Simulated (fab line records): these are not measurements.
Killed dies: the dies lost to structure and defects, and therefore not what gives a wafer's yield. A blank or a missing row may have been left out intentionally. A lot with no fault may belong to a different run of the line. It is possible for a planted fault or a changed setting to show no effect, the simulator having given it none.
fab line records || flow nand_harc
[record] {"lots": 4, "wafers": 12, "last_day": 24}
route steps=1159 shown P_GATE@119 END@1159
lots untouched by any fault: they come from a run of this same line in which no faults occurred
start_h: hours from the record's opening day to when the first of the lot's shown wafers began || wait_h: hours elapsed since this lot's preceding step || " unchanged from the row above || L1.1+2: a single row standing in for several wafers || - no value present, or no start provided || * or withheld: withheld || < > ~ a bound
route shown NAME@n: names a module that has steps shown in the file, with the first one's number in the route || usual: mean/standard deviation of fault-free wafers || same: alike in all rows || chamber/n: place in a boat || sites: the reading at each site || _std_site: standard deviation of those values || _edge_site: the outer-site mean with the inner-site mean subtracted || radius_mm: for every site, how far away it sits from the centre of the wafer || mask NAME#n: copy n || behind: tool/chamber where the wafer was last shaped || hold: what put the lot on hold/how long, in hours/how the hold closed || device: names the non-switching transistor (n, p or np) || end of line: the same wafers' tests at the end of the route || where a step has no rows: the recipe by itself || killed: dies that structure and defects cost at the first sort, which is not the same as the wafer's yield || map: the dies of a wafer, with x for killed, . for not killed, _ for no die there
set.NAME: the setting that was run; set.NAME@STEP: the one run at that earlier step || model.NAME: the simulator's own value behind a step, which no gauge read
lots seen at some steps along the route; tables by step, rows by wafer
services: a tool's chamber out of use, with start hour (start_h, from the record's first day; less than 0 if before it), hours out, and reason
[[steps]]
[step NHARC_P_GATE_EXPOSE_08]
[recipe] {"na": 0.6, "dose_mj": 16.75, "mask_id": "P_HV"}
[step NHARC_P_GATE_PEB_09]
[recipe] {"peb_temp_c": 118, "peb_time_s": 85}
[step NHARC_P_GATE_DEVELOP_10]
[recipe] {"time_s": 70}
[step NHARC_P_GATE_HARDBAKE_12]
[recipe] {"temp_c": 125, "time_s": 80}
[step NHARC_P_GATE_DESCUM_13]
[recipe] {"time_s": 3, "o2_flow_sccm": 200, "ar_flow_sccm": 0, "bias_power_w": 0, "chemistry": "O2"}
[step NHARC_P_GATE_ETCH_14]
[recipe] {"target_depth_a": 488, "chemistry": "dHF", "material": "SiO2"}
[step NHARC_P_GATE_STRIP_15]
[recipe] {"time_s": 780, "temp_c": 130, "chemistry": "SPM"}
[step NHARC_P_GATE_PRECLEAN_71]
[recipe] {"time_s": "*", "temp_c": 50, "bath_age_min": 0, "chemistry": "SC1"}
[step NHARC_P_GATE_SRD_72]
[step NHARC_P_GATE_OXIDE_16]
[recipe] {"target_thk_a": 30, "temp_c": 875, "ox_time_s": 392, "material": "SiO2"}
[step NHARC_P_GATE_CVD_17]
[recipe] {"target_thk_a": 1500, "temp_c": 620, "time_s": 900, "material": "poly-Si"}
[step NHARC_P_GATE_HM_DEP_102]
[recipe] {"target_thk_a": 1200, "temp_c": 400, "material": "aC"}
[usual] {"throttle_valve_pct": "35.000/0.0092"}
{"lot.wafer": "L781.1", "tool": "acl_dep-03", "chamber": 0, "start_h": 141.07, "wait_h": 0.4, "throttle_valve_pct": 35.012}
{"lot.wafer": "L781.2", "tool": "acl_dep-03", "chamber": 0, "start_h": 141.07, "wait_h": 0.4, "throttle_valve_pct": 34.992}
{"lot.wafer": "L781.5", "tool": "acl_dep-03", "chamber": 0, "start_h": 141.07, "wait_h": 0.4, "throttle_valve_pct": 35.001}
{"lot.wafer": "L784.1", "tool": "acl_dep-03", "chamber": 0, "start_h": 164.65, "wait_h": 0.4, "throttle_valve_pct": 35.013}
{"lot.wafer": "L784.3", "tool": "acl_dep-03", "chamber": 0, "start_h": 164.65, "wait_h": 0.4, "throttle_valve_pct": 35.002}
{"lot.wafer": "L784.5", "tool": "acl_dep-03", "chamber": 0, "start_h": 164.65, "wait_h": 0.4, "throttle_valve_pct": 34.988}
{"lot.wafer": "L790.2", "tool": "acl_dep-01", "chamber": 0, "start_h": 185.02, "wait_h": 1.9, "throttle_valve_pct": 34.986}
{"lot.wafer": "L790.3", "tool": "acl_dep-01", "chamber": 0, "start_h": 185.02, "wait_h": 1.9, "throttle_valve_pct": 35.001}
{"lot.wafer": "L790.4", "tool": "acl_dep-01", "chamber": 0, "start_h": 185.02, "wait_h": 1.9, "throttle_valve_pct": 35.015}
{"lot.wafer": "L795.1", "tool": "acl_dep-03", "chamber": 0, "start_h": 216.83, "wait_h": 2.0, "throttle_valve_pct": 34.999}
{"lot.wafer": "L795.3", "tool": "acl_dep-03", "chamber": 0, "start_h": 216.83, "wait_h": 2.0, "throttle_valve_pct": 34.984}
{"lot.wafer": "L795.4", "tool": "acl_dep-03", "chamber": 0, "start_h": 216.83, "wait_h": 2.0, "throttle_valve_pct": 35.006}
[step NHARC_P_GATE_DEP_103]
[recipe] {"target_thk_a": 300, "target_thk_nm": 30, "temp_c": 400, "flow_sccm": 200, "rf_w": 350, "material": "SiON"}
[step NHARC_P_GATE_DEHYDRATE_18]
[recipe] {"temp_c": 150, "time_s": 120}
[step NHARC_P_GATE_HMDS_19]
[recipe] {"time_s": 30}
[step NHARC_P_GATE_COAT_20]
[recipe] {"spin_rpm": 1500, "resist_thk_nm": 90}
[step NHARC_P_GATE_SOFTBAKE_21]
[recipe] {"temp_c": 105, "time_s": 55}
[step NHARC_P_GATE_EBR_22]
[step NHARC_P_GATE_EXPOSE_23]
[recipe] {"na": 1.35, "target_cd_nm": 120, "dose_mj": 93.91, "mask_id": "P_GATE"}
[step NHARC_P_GATE_PEB_24]
[recipe] {"peb_temp_c": 100, "peb_time_s": 65}
[step NHARC_P_GATE_DEVELOP_25]
[recipe] {"develop_time_s": 35, "dev_temp_c": 23}
[step NHARC_P_GATE_INSPECT_28]
[usual] {"raw_defect_count": "6/3.1"}
{"lot.wafer": "L781.1", "tool": "defect_inspect-01", "chamber": "-", "start_h": 142.68, "wait_h": 0.0, "raw_defect_count": 1465}
{"lot.wafer": "L781.2", "tool": "defect_inspect-01", "chamber": "-", "start_h": 142.68, "wait_h": 0.0, "raw_defect_count": 1441}
{"lot.wafer": "L781.5", "tool": "defect_inspect-01", "chamber": "-", "start_h": 142.68, "wait_h": 0.0, "raw_defect_count": 1437}
{"lot.wafer": "L784.1", "tool": "defect_inspect-01", "chamber": "-", "start_h": 165.98, "wait_h": 0.0, "raw_defect_count": 1377}
{"lot.wafer": "L784.3", "tool": "defect_inspect-01", "chamber": "-", "start_h": 165.98, "wait_h": 0.0, "raw_defect_count": 1434}
{"lot.wafer": "L784.5", "tool": "defect_inspect-01", "chamber": "-", "start_h": 165.98, "wait_h": 0.0, "raw_defect_count": 1441}
{"lot.wafer": "L790.2", "tool": "defect_inspect-02", "chamber": "-", "start_h": 186.38, "wait_h": 0.0, "raw_defect_count": 3}
{"lot.wafer": "L790.3", "tool": "defect_inspect-02", "chamber": "-", "start_h": 186.38, "wait_h": 0.0, "raw_defect_count": 5}
{"lot.wafer": "L790.4", "tool": "defect_inspect-02", "chamber": "-", "start_h": 186.38, "wait_h": 0.0, "raw_defect_count": 9}
{"lot.wafer": "L795.1", "tool": "defect_inspect-01", "chamber": "-", "start_h": 218.17, "wait_h": 0.0, "raw_defect_count": 17}
{"lot.wafer": "L795.3", "tool": "defect_inspect-01", "chamber": "-", "start_h": 218.17, "wait_h": 0.0, "raw_defect_count": 14}
{"lot.wafer": "L795.4", "tool": "defect_inspect-01", "chamber": "-", "start_h": 218.17, "wait_h": 0.0, "raw_defect_count": 9}
[step NHARC_P_GATE_DESCUM_31]
[recipe] {"time_s": 3, "o2_flow_sccm": 200, "ar_flow_sccm": 0, "bias_power_w": 0, "chemistry": "O2"}
[step NHARC_P_GATE_ETCH_104]
[recipe] {"target_depth_a": 600, "time_s": "withheld", "cf4_flow_sccm": 100, "chf3_flow_sccm": 30, "ar_flow_sccm": 0, "rf_w": 500, "bias_w": 200, "chemistry": "CF4/CHF3"}
[step NHARC_P_GATE_HM_OPEN_105]
[recipe] {"target_depth_a": 3600, "o2_flow_sccm": 400, "cos_flow_sccm": 20, "ar_flow_sccm": 0, "rf_w": 500, "bias_w": 300, "chemistry": "O2/COS"}
[step NHARC_P_GATE_STRIP_106]
[recipe] {"o2_flow_sccm": 400, "cos_flow_sccm": 20, "ar_flow_sccm": 0, "bias_w": 0, "chemistry": "O2/COS"}
[step NHARC_P_GATE_ETCH_114]
[recipe] {"target_depth_a": 300, "overetch_a": 30, "time_s": 16.5, "ion_energy_ev": 100, "cf4_flow_sccm": 80, "o2_flow_sccm": 20, "ar_flow_sccm": 0, "rf_w": 300, "bias_w": 100, "chemistry": "CF4/O2"}
[step NHARC_P_GATE_ETCH_32]
[recipe] {"target_depth_a": 1500, "over_etch_frac": 1, "over_etch_ion_energy_ev": 40, "time_s": 100.1, "hbr_flow_sccm": 150, "cl2_flow_sccm": 50, "rf_w": 400, "icp_w": 400, "bias_w": 100, "chemistry": "HBr/Cl2"}
[step NHARC_P_GATE_STRIP_108]
[recipe] {"o2_flow_sccm": 500, "ar_flow_sccm": 0, "bias_w": 0, "chemistry": "O2"}
[step NHARC_P_GATE_STRIP_35]
[recipe] {"time_s": 600, "temp_c": 130, "chemistry": "SPM"}
[step NHARC_P_GATE_PRECLEAN_73]
[recipe] {"time_s": "*", "temp_c": 50, "bath_age_min": 0, "chemistry": "SC1"}
[step NHARC_P_GATE_SRD_74]
[step NHARC_P_GATE_ALD_36]
[recipe] {"target_thk_a": 200, "pulse_time_s": 60, "ald_cycles": 223, "temp_c": 400, "material": "SiNx"}
[step NHARC_P_GATE_ETCHBACK_37]
[recipe] {"target_depth_a": 345, "time_s": 17.2, "chf3_flow_sccm": 50, "o2_flow_sccm": 10, "ar_flow_sccm": 200, "rf_w": 500, "bias_w": 200, "chemistry": "CHF3/O2"}
[step NHARC_P_GATE_STRIP_101]
[recipe] {"time_s": 20, "o2_flow_sccm": 500, "ar_flow_sccm": 0, "bias_w": 0, "chemistry": "O2"}
[step NHARC_P_GATE_PRECLEAN_97]
[recipe] {"time_s": 600, "temp_c": 120, "chemistry": "SPM"}
[step NHARC_P_GATE_SRD_98]
[step NHARC_P_GATE_PRECLEAN_99]
[recipe] {"time_s": "*", "temp_c": 50, "bath_age_min": 0, "chemistry": "SC1"}
[step NHARC_P_GATE_INSPECT_68]
[usual] {"raw_defect_count": "177/70"}
{"lot.wafer": "L781.1", "tool": "defect_inspect-01", "chamber": "-", "start_h": 161.69, "wait_h": 0.2, "raw_defect_count": 1613}
{"lot.wafer": "L781.2", "tool": "defect_inspect-01", "chamber": "-", "start_h": 161.69, "wait_h": 0.2, "raw_defect_count": 1702}
{"lot.wafer": "L781.5", "tool": "defect_inspect-01", "chamber": "-", "start_h": 161.69, "wait_h": 0.2, "raw_defect_count": 1583}
{"lot.wafer": "L784.1", "tool": "defect_inspect-01", "chamber": "-", "start_h": 184.34, "wait_h": 0.2, "raw_defect_count": 1542}
{"lot.wafer": "L784.3", "tool": "defect_inspect-01", "chamber": "-", "start_h": 184.34, "wait_h": 0.2, "raw_defect_count": 1522}
{"lot.wafer": "L784.5", "tool": "defect_inspect-01", "chamber": "-", "start_h": 184.34, "wait_h": 0.2, "raw_defect_count": 1621}
{"lot.wafer": "L790.2", "tool": "defect_inspect-01", "chamber": "-", "start_h": 205.76, "wait_h": 0.1, "raw_defect_count": 290}
{"lot.wafer": "L790.3", "tool": "defect_inspect-01", "chamber": "-", "start_h": 205.76, "wait_h": 0.1, "raw_defect_count": 396}
{"lot.wafer": "L790.4", "tool": "defect_inspect-01", "chamber": "-", "start_h": 205.76, "wait_h": 0.1, "raw_defect_count": 140}
{"lot.wafer": "L795.1", "tool": "defect_inspect-02", "chamber": "-", "start_h": 237.29, "wait_h": 0.2, "raw_defect_count": 103}
{"lot.wafer": "L795.3", "tool": "defect_inspect-02", "chamber": "-", "start_h": 237.29, "wait_h": 0.2, "raw_defect_count": 196}
{"lot.wafer": "L795.4", "tool": "defect_inspect-02", "chamber": "-", "start_h": 237.29, "wait_h": 0.2, "raw_defect_count": 153}
[step NHARC_END_SORT_01]
[recipe] {"temp_c": 25}
[usual] {"killed_at_array": "27/9.8", "killed_at_other": "0.6/0.83", "killed_at_periphery": "3.5/2.4", "killed_dies": "31/9.6", "killed_open": "3.1/1.9", "killed_short": "2.0/1.5"}
[same] {"gross_dies": 677}
{"lot.wafer": "L781.1", "tool": "prober-01", "chamber": 0, "start_h": 516.01, "wait_h": 2.5, "killed_at_array": 29, "killed_at_other": 0, "killed_at_periphery": 86, "killed_dies": 115, "killed_open": 2, "killed_short": 0}
{"lot.wafer": "L781.2", "tool": "prober-01", "chamber": 0, "start_h": 516.82, "wait_h": 2.8, "killed_at_array": 27, "killed_at_other": 0, "killed_at_periphery": 99, "killed_dies": 126, "killed_open": 3, "killed_short": 1}
{"lot.wafer": "L781.5", "tool": "prober-01", "chamber": 0, "start_h": 519.23, "wait_h": 3.7, "killed_at_array": 14, "killed_at_other": 0, "killed_at_periphery": 95, "killed_dies": 109, "killed_open": 4, "killed_short": 0}
{"lot.wafer": "L784.1", "tool": "prober-02", "chamber": 0, "start_h": 551.76, "wait_h": 2.5, "killed_at_array": 28, "killed_at_other": 0, "killed_at_periphery": 91, "killed_dies": 119, "killed_open": 6, "killed_short": 4}
{"lot.wafer": "L784.3", "tool": "prober-02", "chamber": 0, "start_h": 553.37, "wait_h": 3.1, "killed_at_array": 31, "killed_at_other": 0, "killed_at_periphery": 89, "killed_dies": 120, "killed_open": 1, "killed_short": 1}
{"lot.wafer": "L784.5", "tool": "prober-02", "chamber": 0, "start_h": 554.97, "wait_h": 3.7, "killed_at_array": 26, "killed_at_other": 1, "killed_at_periphery": 89, "killed_dies": 116, "killed_open": 4, "killed_short": 3}
// killed by level:class
L781.1 P_GATE:unspecified=86 A_SLIT:chamber_film_flake=8 A_CHANNEL_HOLE_D1:chamber_film_flake=7 A_STAIRCASE:chamber_film_flake=5 A_CONTACT:chamber_film_flake=4 A_ONON_D1:geometric_particle:open=1 A_M1:geometric_particle:open=1 A_ZERO_WELL:chamber_film_flake=1
L781.2 P_GATE:unspecified=96 A_SLIT:chamber_film_flake=9 A_CONTACT:chamber_film_flake=5 A_CHANNEL_HOLE_D1:chamber_film_flake=3 A_CHANNEL_FILL_D1:chamber_film_flake=3 A_STAIRCASE:chamber_film_flake=3 P_M1:geometric_particle:open=1 A_CHANNEL_FILL_D1:geometric_particle:open=1
L781.5 P_GATE:unspecified=93 A_CHANNEL_HOLE_D1:chamber_film_flake=3 A_SLIT:chamber_film_flake=3 A_WL_FILL:chamber_film_flake=3 P_CONTACT:geometric_particle:open=1 P_M0:geometric_particle:open=1 A_CONTACT:geometric_particle:open=1 A_M0:geometric_particle:open=1
L784.1 P_GATE:unspecified=88 A_CHANNEL_HOLE_D1:chamber_film_flake=13 A_CONTACT:chamber_film_flake=5 A_CHANNEL_FILL_D1:geometric_particle:open=2 A_CONTACT:geometric_particle:open=2 P_M0:geometric_particle:open=1 P_M2:geometric_particle:short=1 A_ONON_D1:geometric_particle:short=1
L784.3 P_GATE:unspecified=88 A_CHANNEL_HOLE_D1:chamber_film_flake=17 A_CONTACT:chamber_film_flake=5 A_SLIT:chamber_film_flake=3 A_ZERO_WELL:chamber_film_flake=2 A_ONON_D1:geometric_particle:open=1 A_WL_FILL:geometric_particle:short=1 A_STAIRCASE:chamber_film_flake=1
L784.5 P_GATE:unspecified=89 A_CHANNEL_HOLE_D1:chamber_film_flake=16 A_WL_FILL:geometric_particle:open=3 A_CONTACT:chamber_film_flake=2 A_ONON_D1:geometric_particle:short=1 A_CHANNEL_HOLE_D1:geometric_particle:short=1 A_CONTACT:geometric_particle:open=1 STARTING-WAFER:geometric_particle:short=1
// map L781.2 (x killed, . not)
____________.____________
_________......._________
_______..........x_______
______.............______
_____.....x........x_____
____...............x.____
____...........x.xx.x____
___.............xxxxxx___
___............x.xxxxx___
__..............xxxxxxx__
__..............xxxxxxx__
_...............xxxxxxxx_
_...............xxxxxxxx_
_.............x..xxxxxxx_
_...............xxxxxxxx_
_...............xxxxxxxx_
...............x..xxxxxxx
.................xxxxxx.x
..............x...xxxxxxx
................x..xxx...
...x...............xx....
_.....x........x...x...._
_................x......_
_.............x..x......_
_...........x..........._
_.x.x.......x...x......._
__.......x...x.........__
__.......x.x...........__
___...................___
___...x....x..........___
____.......x.........____
____..x..............____
_____.....x........._____
______......x......______
_______..........._______
_________.x....._________
____________.____________
// map L784.3 (x killed, . not)
____________.____________
_________......._________
_______....x......_______
______.............______
_____..............._____
____................x____
____.....x..........x____
___...............xxxx___
___.............xx.xxx___
__...............xxxxxx__
__.............xxxxxxxx__
_..............xxxxxxxxx_
_..x...........xxxxxxxxx_
_............x...xxxxxxx_
_........xxx...x.xxxxxxx_
_x.......xx.....xxxxxxxx_
........xx..x..xxxxxxxx.x
.........xxxx..xxxxxxxxx.
.......xx.........xxxx.x.
.......xx.........xxx....
.........x...............
_....xx.............x..._
_.....x.x..............._
_......................x_
_......................._
_......................._
__.....................__
__.....................__
___...................___
___...................___
____.................____
____.................____
_____..............._____
______.............______
_______..........._______
_________......._________
____________.____________
[[services]]
{"tool": "acl_dep-03", "chamber": "-", "start_h": 185.29, "hours": 1.3, "kind": "repair"}
[[key]]
[first_sign] {"step": "NHARC_P_GATE_INSPECT_28", "reading": "raw_defect_count", "direction": "up", "sigmas": "99+", "usual": 6, "struck": 1432}
[effect] {"step": "NHARC_P_GATE_INSPECT_68", "reading": "raw_defect_count", "direction": "up", "sigmas": 20, "usual": 177, "struck": 1597}
[effect] {"step": "NHARC_END_SORT_01", "reading": "killed_at_periphery", "direction": "up", "sigmas": 36, "usual": 3.5, "struck": 91.5}
[more_kills_born_at] {"NHARC_P_GATE_HM_DEP_102@acl_dep-03": 540}
met_at NHARC_P_GATE_HM_DEP_102
struck_wafers L781.1,L781.2,L781.5,L784.1,L784.3,L784.5
tester_left_out L781,L784
[fault] {"kind": "chamber_particle_source", "tool": "acl_dep-03", "chamber": "-", "onset_h": 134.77, "steps": "NHARC_P_GATE_HM_DEP_102", "rate_per_visit_cm2": 2.2152, "end_h": 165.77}
// tester_left_out: of these lots the tester's yield and bins aren't shown, on N5 and GAA mostly nor the transistor test; their killed dies are dies lost to structure and defects alone, not to doping, threshold or leakage, so they don't give the yield
